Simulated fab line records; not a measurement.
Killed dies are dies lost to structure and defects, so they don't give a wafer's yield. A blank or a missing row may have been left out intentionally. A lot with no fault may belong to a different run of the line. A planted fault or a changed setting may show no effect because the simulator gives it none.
fab line records ; flow nand-harc
record: lots: 12; wafers: 36; last-day: 33
route steps=1302 shown A_STAIRCASE@844
lots with no fault: from the same line, run without faults
start-h: the number of hours between the record's first day and the start of the first shown wafer of the lot ; wait-h: hours from the lot's prior step to this one ; " as in the row above ; L1.1+2: a single row standing in for several wafers ; - no value, or no start was given ; * or withheld: withheld ; < > ~ a bound
route shown NAME@n: a module of which the file shows steps, and the number in the route of the first ; usual: mean/standard deviation of fault-free wafers ; same: alike in all rows ; chamber/n: place in a boat ; sites: the reading at each site ; _std_site: their standard deviation ; _edge_site: mean of outer sites minus mean of inner sites ; radius-mm: how far each site lies from the wafer's centre ; mask NAME#n: copy n ; behind: the last tool/chamber to shape the wafer ; hold: why the lot was held/for how many hours/how that ended ; device: names the non-switching transistor (n, p or np) ; end of line: at the end of the route, the tests of the same wafers ; for a step that has no rows: nothing shown but its recipe ; killed: not the wafer's yield, but the dies lost to structure and defects at the first sort ; map: per-die view of a wafer (x killed, . not killed, _ where there is no die)
set.NAME: the setting as run; set.NAME@STEP: as run at that earlier step ; model.NAME: the simulator's own value behind a step, which no gauge read
route steps across a sampled set of lots; one table per step, one row per wafer
services: a tool's chamber out of use, with start hour (start-h, from the record's first day; less than 0 if before it), hours out, and reason
== steps ==
step: NHARC_A_STAIRCASE_DEP_417
recipe: target-thk-a: 600; step-coverage-pct: 20; temp-c: 400; target-thk-nm: 60; flow-sccm: 200; rf-w: 450; material: Si3N4
usual: heater-power-w: 755/65
lot.wafer;tool;chamber;start-h;wait-h;heater-power-w
L528.1;pecvd-04;2;400.32;-;775
L528.2;pecvd-04;1;400.32;-;681
L528.5;pecvd-04;0;400.32;-;770
L529.1;pecvd-02;2;402.47;-;641
L529.3;pecvd-02;1;402.47;-;810
L529.6;pecvd-02;1;402.47;-;835
L530.2;pecvd-04;2;421.04;-;791
L530.1;pecvd-04;0;421.04;-;704
L530.5;pecvd-04;0;421.04;-;690
L531.6;pecvd-03;2;422.81;-;905
L531.5;pecvd-03;0;422.81;-;737
L531.4;pecvd-03;1;422.81;-;805
L532.4;pecvd-03;0;430.12;-;713
L532.3;pecvd-03;2;430.12;-;838
L532.6;pecvd-03;0;430.12;-;725
L535.2;pecvd-02;1;462.72;-;726
L535.4;pecvd-02;2;462.72;-;707
L535.6;pecvd-02;1;462.72;-;724
L540.2;pecvd-03;2;519.87;-;797
L540.1;pecvd-03;0;519.87;-;806
L540.6;pecvd-03;0;519.87;-;804
L544.2;pecvd-02;1;549.52;-;769
L544.3;pecvd-02;2;549.52;-;722
L544.6;pecvd-02;0;549.52;-;642
L543.3;pecvd-04;1;552.70;-;844
L543.2;pecvd-04;2;552.70;-;776
L543.1;pecvd-04;0;552.70;-;809
L547.1;pecvd-03;2;590.51;-;804
L547.4;pecvd-03;0;590.51;-;749
L547.5;pecvd-03;2;590.51;-;814
L549.5;pecvd-04;0;611.66;-;813
L549.6;pecvd-04;1;611.66;-;707
L549.4;pecvd-04;2;611.66;-;692
L550.3;pecvd-02;0;626.65;-;797
L550.1;pecvd-02;1;626.65;-;845
L550.4;pecvd-02;1;626.65;-;844
step: NHARC_A_STAIRCASE_DESCUM_443
recipe: time-s: 3; o2-flow-sccm: 200; ar-flow-sccm: 0; bias-power-w: 0; chemistry: O2
usual: drypump-motor-current-A: 5.7/0.48; oes-product-au: 1.002/0.016; rf-vpp-V: 57.7/0.82; showerhead-plenum-p-Torr: 1.90/0.048; throttle-valve-pct: 11.311/0.0091
lot.wafer;tool;chamber;start-h;wait-h;drypump-motor-current-A;oes-product-au;rf-hours-counter-h;rf-vpp-V;showerhead-plenum-p-Torr;throttle-valve-pct
L528.1;rie-diel-13;2;437.16;-;5.9;0.995;32;56.4;1.86;11.300
L528.2;rie-diel-13;3;437.16;-;6.2;0.994;29;58.9;1.88;11.322
L528.5;rie-diel-13;3;437.16;-;6.2;0.996;-;58.0;1.88;11.307
L529.1;rie-diel-07;1;437.33;-;6.2;1.019;50;57.3;1.96;11.303
L529.3;rie-diel-07;2;437.33;-;6.2;1.013;48;56.1;1.86;11.312
L529.6;rie-diel-07;3;437.33;-;5.0;1.013;-;58.1;1.89;11.332
L531.4;rie-diel-01;2;468.15;-;5.2;1.012;19;58.8;1.91;11.312
L531.6;rie-diel-01;2;468.15;-;5.3;1.017;-;57.8;1.91;11.300
L531.5;rie-diel-01;3;468.15;-;5.6;1.009;-;57.6;1.87;11.319
L530.1;rie-diel-13;2;468.37;-;5.9;0.970;41;57.6;1.86;11.299
L530.2;rie-diel-13;1;468.37;-;5.7;1.008;38;57.4;1.85;11.307
L530.5;rie-diel-13;3;468.37;-;6.2;0.992;-;56.2;1.88;11.311
L532.3;rie-diel-07;3;468.47;-;4.9;1.005;44;57.1;1.89;11.327
L532.4;rie-diel-07;2;468.47;-;6.2;0.991;55;57.1;1.86;11.310
L532.6;rie-diel-07;0;468.47;-;5.5;0.990;-;58.0;1.99;11.301
L535.4;rie-diel-01;0;499.10;-;6.3;1.029;40;57.9;1.83;11.314
L535.2;rie-diel-01;1;499.10;-;4.8;0.982;34;58.8;1.89;11.313
L535.6;rie-diel-01;3;499.10;-;5.6;1.017;-;58.0;1.87;11.318
L540.1;rie-diel-07;3;561.29;-;5.0;0.995;22;58.4;1.88;11.316
L540.2;rie-diel-07;1;561.29;-;6.3;1.013;25;58.4;1.95;11.321
L540.6;rie-diel-07;3;561.29;-;5.0;0.999;-;57.5;1.88;11.312
L543.2;rie-diel-07;0;587.59;-;5.5;1.015;34;57.6;1.98;11.314
L543.3;rie-diel-07;1;587.59;-;6.2;1.001;37;59.0;1.94;11.314
L543.1;rie-diel-07;2;587.59;-;6.2;0.997;35;56.6;1.85;11.303
L544.3;rie-diel-13;0;587.75;-;5.4;0.988;21;57.6;1.91;11.308
L544.2;rie-diel-13;2;587.75;-;5.9;0.981;16;56.4;1.85;11.318
L544.6;rie-diel-13;3;587.75;-;6.3;0.956;-;57.9;1.87;11.305
L547.4;rie-diel-13;1;625.66;-;5.7;1.002;26;58.3;1.84;11.307
L547.1;rie-diel-13;3;625.66;-;6.3;0.989;29;57.0;1.86;11.313
L547.5;rie-diel-13;0;625.66;-;5.4;1.001;-;58.3;1.91;11.312
L549.5;rie-diel-13;1;648.63;-;5.7;1.003;-;57.5;1.84;11.319
L549.4;rie-diel-13;2;648.63;-;5.9;0.977;-;58.4;1.84;11.310
L549.6;rie-diel-13;0;648.63;-;5.4;0.994;-;58.0;1.91;11.298
L550.3;rie-diel-07;3;667.39;-;5.0;1.006;2;58.4;1.88;11.318
L550.4;rie-diel-07;1;667.39;-;6.3;1.005;2;56.9;1.94;11.312
L550.1;rie-diel-07;2;667.39;-;6.2;0.992;2;56.6;1.84;11.326
step: NHARC_A_STAIRCASE_CMP_152
usual: motor-current-A: 11.9/1.1
lot.wafer;tool;chamber;start-h;wait-h;motor-current-A
L528.1;cmp-01;1;442.50;0.1;12.6
L528.2;cmp-01;3;442.50;0.1;11.5
L528.5;cmp-01;0;442.50;0.1;13.6
L529.3;cmp-04;1;442.67;0.1;9.7
L529.1;cmp-04;2;442.67;0.1;12.0
L529.6;cmp-04;0;442.67;0.1;11.8
L531.4;cmp-01;1;473.56;0.1;12.4
L531.6;cmp-01;2;473.56;0.1;11.0
L531.5;cmp-01;3;473.56;0.1;11.3
L530.1;cmp-02;1;473.72;0.1;12.6
L530.2;cmp-02;2;473.72;0.1;12.4
L530.5;cmp-02;1;473.72;0.1;12.2
L532.3;cmp-04;1;474.00;0.1;10.4
L532.4;cmp-04;2;474.00;0.1;10.9
L532.6;cmp-04;1;474.00;0.1;9.7
L535.4;cmp-01;2;504.48;0.1;11.6
L535.2;cmp-01;0;504.48;0.1;13.8
L535.6;cmp-01;2;504.48;0.1;10.6
L540.1;cmp-02;2;566.69;0.1;12.5
L540.2;cmp-02;3;566.69;0.1;9.8
L540.6;cmp-02;2;566.69;0.1;12.5
L543.3;cmp-02;3;592.96;0.1;10.1
L543.1;cmp-02;1;592.96;0.1;12.3
L543.2;cmp-02;2;592.96;0.1;12.6
L544.2;cmp-01;1;594.12;0.1;12.3
L544.3;cmp-01;2;594.12;0.1;11.2
L544.6;cmp-01;0;594.12;0.1;13.8
L547.1;cmp-01;1;631.03;0.1;12.8
L547.4;cmp-01;2;631.03;0.1;10.5
L547.5;cmp-01;2;631.03;0.1;11.0
L549.4;cmp-01;0;655.14;0.1;13.3
L549.5;cmp-01;1;655.14;0.1;12.2
L549.6;cmp-01;2;655.14;0.1;10.5
L550.4;cmp-02;0;672.77;0.1;12.5
L550.3;cmp-02;1;672.77;0.1;12.1
L550.1;cmp-02;2;672.77;0.1;12.6
step: NHARC_A_STAIRCASE_ETCHBACK_422
recipe: target-depth-a: 400; over-etch-frac: 0.3; time-s: 74.286; ion-energy-ev: 120; ch3f-flow-sccm: 50; o2-flow-sccm: 30; ar-flow-sccm: 200; rf-w: 500; bias-w: 100; chemistry: CH3F/O2
usual: drypump-motor-current-A: 5.7/0.48; oes-product-au: 0.95/0.034; over-etch-frac: 0.3/0; rf-vpp-V: 243.9/1.1; showerhead-plenum-p-Torr: 2.42/0.053; throttle-valve-pct: 20.664/0.0085
lot.wafer;tool;chamber;start-h;wait-h;drypump-motor-current-A;oes-product-au;over-etch-frac;rf-hours-counter-h;rf-vpp-V;showerhead-plenum-p-Torr;throttle-valve-pct
L528.1;rie-diel-07;2;442.94;0.1;6.2;0.93;0.3;50;244.5;2.40;20.662
L528.2;rie-diel-07;1;442.94;0.1;6.3;0.94;0.3;54;245.3;2.51;20.663
L528.5;rie-diel-07;2;442.94;0.1;6.2;0.93;0.3;-;243.8;2.40;20.679
L529.1;rie-diel-13;1;443.10;0.1;5.7;0.95;0.3;30;243.1;2.39;20.651
L529.3;rie-diel-13;0;443.10;0.1;5.4;0.94;0.3;32;244.0;2.48;20.659
L529.6;rie-diel-13;1;443.10;0.1;5.7;0.95;0.3;-;243.6;2.39;20.670
L531.4;rie-diel-13;2;473.98;0.1;5.9;0.91;0.3;46;243.3;2.39;20.664
L531.5;rie-diel-13;2;473.98;0.1;5.9;0.92;0.3;-;244.2;2.39;20.658
L531.6;rie-diel-13;3;473.98;0.1;6.2;0.93;0.3;-;242.3;2.42;20.666
L530.1;rie-diel-13;0;474.19;0.2;5.4;0.93;0.3;42;244.7;2.47;20.675
L530.2;rie-diel-13;2;474.19;0.2;5.9;0.92;0.3;46;245.4;2.39;20.659
L530.5;rie-diel-13;3;474.19;0.2;6.2;0.91;0.3;-;244.9;2.42;20.674
L532.3;rie-diel-01;2;474.47;0.2;5.2;0.93;0.3;23;243.8;2.45;20.654
L532.4;rie-diel-01;3;474.47;0.2;5.6;0.92;0.3;31;245.0;2.41;20.649
L532.6;rie-diel-01;1;474.47;0.2;4.8;0.92;0.3;-;242.0;2.43;20.666
L535.2;rie-diel-01;1;504.97;0.2;4.8;0.99;0.3;37;244.2;2.42;20.680
L535.4;rie-diel-01;2;504.97;0.2;5.2;1.00;0.3;32;243.1;2.44;20.666
L535.6;rie-diel-01;3;504.97;0.2;5.6;1.02;0.3;-;244.7;2.40;20.654
L540.2;rie-diel-07;3;567.14;0.1;5.0;0.99;0.3;24;244.0;2.42;20.672
L540.1;rie-diel-07;2;567.14;0.1;6.2;1.00;0.3;28;242.9;2.38;20.671
L540.6;rie-diel-07;0;567.14;0.1;5.6;1.00;0.3;-;244.2;2.54;20.672
L543.1;rie-diel-07;2;593.42;0.1;6.2;0.99;0.51046;39;244.6;2.38;20.662
L543.3;rie-diel-07;3;593.42;0.1;5.0;0.99;0.3;33;244.3;2.42;20.663
L543.2;rie-diel-07;1;593.42;0.1;6.2;1.00;0.3;42;245.7;2.49;20.673
L544.2;rie-diel-07;1;594.57;0.1;6.3;0.93;0.3;42;246.1;2.49;20.663
L544.3;rie-diel-07;2;594.57;0.1;6.2;0.92;0.51046;40;243.9;2.38;20.669
L544.6;rie-diel-07;2;594.57;0.1;6.2;0.93;0.51046;-;242.5;2.38;20.652
L547.1;rie-diel-01;0;631.50;0.1;6.3;0.96;0.3;20;242.7;2.34;20.662
L547.4;rie-diel-01;3;631.50;0.1;5.6;0.96;0.3;21;242.7;2.39;20.664
L547.5;rie-diel-01;1;631.50;0.1;4.8;0.93;0.3;-;242.0;2.41;20.651
L549.4;rie-diel-01;2;655.58;0.1;5.3;0.91;0.3;29;244.6;2.43;20.660
L549.5;rie-diel-01;1;655.58;0.1;4.8;0.92;0.3;-;243.6;2.40;20.662
L549.6;rie-diel-01;2;655.58;0.1;5.2;0.92;0.3;-;243.6;2.43;20.671
L550.1;rie-diel-13;3;673.23;0.1;6.2;0.91;0.3;47;243.1;2.39;20.661
L550.3;rie-diel-13;1;673.23;0.1;5.6;0.93;0.3;44;243.7;2.36;20.672
L550.4;rie-diel-13;2;673.23;0.1;5.9;0.92;0.3;49;242.4;2.36;20.662
== services ==
tool;chamber;start-h;hours;kind
rie-diel-07;-;377.09;0.3;repair
cmp-02;-;380.33;1.7;repair
cmp-01;-;381.50;4.0;pm
rie-diel-01;-;383.59;9.0;pm
rie-diel-13;3;393.56;9.1;repair
rie-diel-01;2;404.83;14.1;repair
pecvd-02;-;408.01;13.0;pm
cmp-01;-;409.74;1.4;repair
cmp-01;-;417.41;0.3;repair
pecvd-03;1;428.01;2.1;repair
cmp-02;-;430.39;4.0;pm
rie-diel-01;-;434.14;0.6;repair
rie-diel-07;-;471.41;9.0;pm
cmp-01;-;479.50;4.0;pm
cmp-01;-;512.61;1.2;repair
rie-diel-13;-;519.00;9.0;pm
rie-diel-01;-;539.76;0.4;repair
rie-diel-01;-;560.59;9.0;pm
cmp-01;-;577.50;4.0;pm
rie-diel-07;3;594.49;7.4;repair
rie-diel-07;-;648.41;9.0;pm
rie-diel-13;3;648.51;3.9;repair
rie-diel-07;-;670.46;0.1;repair
rie-diel-01;1;671.97;9.8;repair
== key ==
first-sign: step: NHARC_A_STAIRCASE_ETCHBACK_422; reading: over-etch-frac; direction: up; sigmas: 99+; usual: 0.3; struck: 0.51046
effect none on later readings
met-at NHARC_A_STAIRCASE_ETCHBACK_422
struck-lots L543,L544
struck-wafers L543.1,L544.3,L544.6
tester-left-out L543,L544
not-acting-at NHARC_A_STAIRCASE_DEP_417,NHARC_A_STAIRCASE_DESCUM_443,NHARC_A_STAIRCASE_CMP_152
onset-between 567.14 593.42
fault: kind: process-parameter-drift; tool: rie-diel-07; chamber: 2; onset-h: 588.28; steps: NHARC_A_STAIRCASE_ETCHBACK_422; channel: over-etch-frac; offset: 0.21046; shape: step; end-h: 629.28; acts-in: these-recipes-only; stated: 0.3
tester-left-out: of these lots the tester's yield and bins aren't shown, on N5 and GAA mostly nor the transistor test; their killed dies are dies lost to structure and defects alone, not to doping, threshold or leakage, so they don't give the yield
